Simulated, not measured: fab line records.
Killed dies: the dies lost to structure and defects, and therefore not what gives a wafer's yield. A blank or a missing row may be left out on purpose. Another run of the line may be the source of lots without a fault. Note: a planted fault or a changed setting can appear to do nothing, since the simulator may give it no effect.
Matching of chambers | flow nand harc | 4 sister chambers for NHARC_A_STAIRCASE_ETCH_253 on rie diel-09
The step etches the open film in C4F8/O2, target depth 50 nm, time 20.2 s. 4 wafers are shown with their chamber, then 9 later ones without.

## WAFERS WITH THEIR CHAMBER
wafer  | chamber | rf vpp V (V)
L083.1 | 1       | 903
L086.1 | 2       | 903
L091.5 | 0       | 890
L091.6 | 3       | 888

## WAFERS WITHOUT THEIR CHAMBER
wafer  | rf vpp V (V)
L094.1 | 903
L094.4 | 886
L094.5 | 903
L095.1 | 903
L095.2 | 890
L095.3 | 902
L095.4 | 887
L095.5 | 904
L095.6 | 886

## THE CHAMBER EACH PASSED THROUGH
wafer  | from the rows above     | in truth
L094.1 | can't be placed: 1 or 2 | 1
L094.4 | can't be placed: 3 or 0 | 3
L094.5 | can't be placed: 1 or 2 | 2
L095.1 | can't be placed: 1 or 2 | 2
L095.2 | can't be placed: 0 or 3 | 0
L095.3 | can't be placed: 1 or 2 | 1
L095.4 | can't be placed: 3 or 0 | 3
L095.5 | can't be placed: 1 or 2 | 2
L095.6 | can't be placed: 3 or 0 | 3
Placed correctly: 0 of 9. Not placeable from these rows: 9 (in 9, the candidates include the true chamber). Placed wrongly: 0.
How it was worked out, from the rows above alone: a wafer's distance from a chamber is the root of the sum, over the readings, of the square of ((its reading less the chamber's mean) divided by the reading's scatter). If the next closest chamber is less than 2 further off than the closest, the wafer can't be placed; otherwise it belongs to the closest. The mean given for a chamber averages the wafers shown for that chamber. The scatter: root of mean squared gap, hidden wafer to nearest shown wafer, with one shown wafer a chamber.
